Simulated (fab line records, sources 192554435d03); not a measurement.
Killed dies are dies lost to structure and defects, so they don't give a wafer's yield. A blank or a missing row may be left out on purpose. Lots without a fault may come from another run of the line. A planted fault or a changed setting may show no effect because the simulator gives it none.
Problem report in the 8D (eight disciplines) form, filled by code | flow n5_finfet | the parts of the form that need people (team, actions taken, sign-off) are left out

1. THE PROBLEM
spin_speed_rpm at N5_BEOL_M3_COAT_76 reads a mean of 1433.0 rpm on 6 wafers of 2 lots; wafers without a fault read 1500.1 rpm with a standard deviation of 0.95. That is -71 standard deviations from the usual mean.
The step: time 60 s, resist thk 5 nm.
First seen on wafer L757.1, day 12 20:11, on litho_track-05. The record holds 12 wafers of 4 lots with a number at this step. Rule for "out", or "out of limits": more than 4 standard deviations from the usual mean. The other wafers with a number count as sound.

2. WHAT IT IS AND WHAT IT IS NOT
question                    | is                     | is not
which readings at this step | spin_speed_rpm         | -
which lots                  | L757, L762             | L753, L765
which wafers of those lots  | all that have a number | -
read on which tools         | litho_track-05         | litho_track-02
when                        | from day 12 20:11      | up to then (3 sound wafers); but 3 sound wafers of L765 came after

3. SUSPECTS, AND WHAT RULES EACH OUT
Counting: a tool at a process step up to the reading stays a suspect if it ran every lot that is out and no sound lot after the first of them.
- litho_track-05 at N5_BEOL_M3_COAT_76 (time 60 s, resist thk 5 nm): kept. It ran every lot that is out, first L757 (day 12 20:11), and no sound lot after that; its last sound lot up to then is L753 (day 10 11:30). Its own readings are out on those wafers: spin_speed_rpm.
Left after counting: litho_track-05 at N5_BEOL_M3_COAT_76.

4. THE CAUSE (what the simulator had put in)
Process parameter drift: litho_track-05, from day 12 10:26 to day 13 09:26, at N5_BEOL_M3_COAT_76. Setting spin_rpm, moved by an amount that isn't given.
Counting left only this tool.

5. THE CHAIN OF EFFECTS, in route order
Each row: a reading whose mean over the struck wafers that have a number lies more than 3 standard deviations from the usual. Only readings for which the record gives a usual standard deviation are gone through. hours: the time from each lot's start at the first step in this table that gives one to its start at this step, as a median over the lots. sigmas: the change in usual standard deviations.
hours | step               | reading        | usual      | on struck wafers | change | sigmas
0     | N5_BEOL_M3_COAT_76 | spin_speed_rpm | 1500.1 rpm | 1433.0           | -67.1  | -71
The process steps in it:
- N5_BEOL_M3_COAT_76: time 60 s, resist thk 5 nm.
Later measuring or inspecting steps at which every struck wafer that the step has a row for has a number for every such reading, and none has moved that far: N5_BEOL_M4_RC_MEAS_101.

6. WHAT WOULD HAVE CAUGHT IT SOONER
In this record the first reading out of limits was taken at day 12 20:11, 10 hours after the fault began at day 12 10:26.
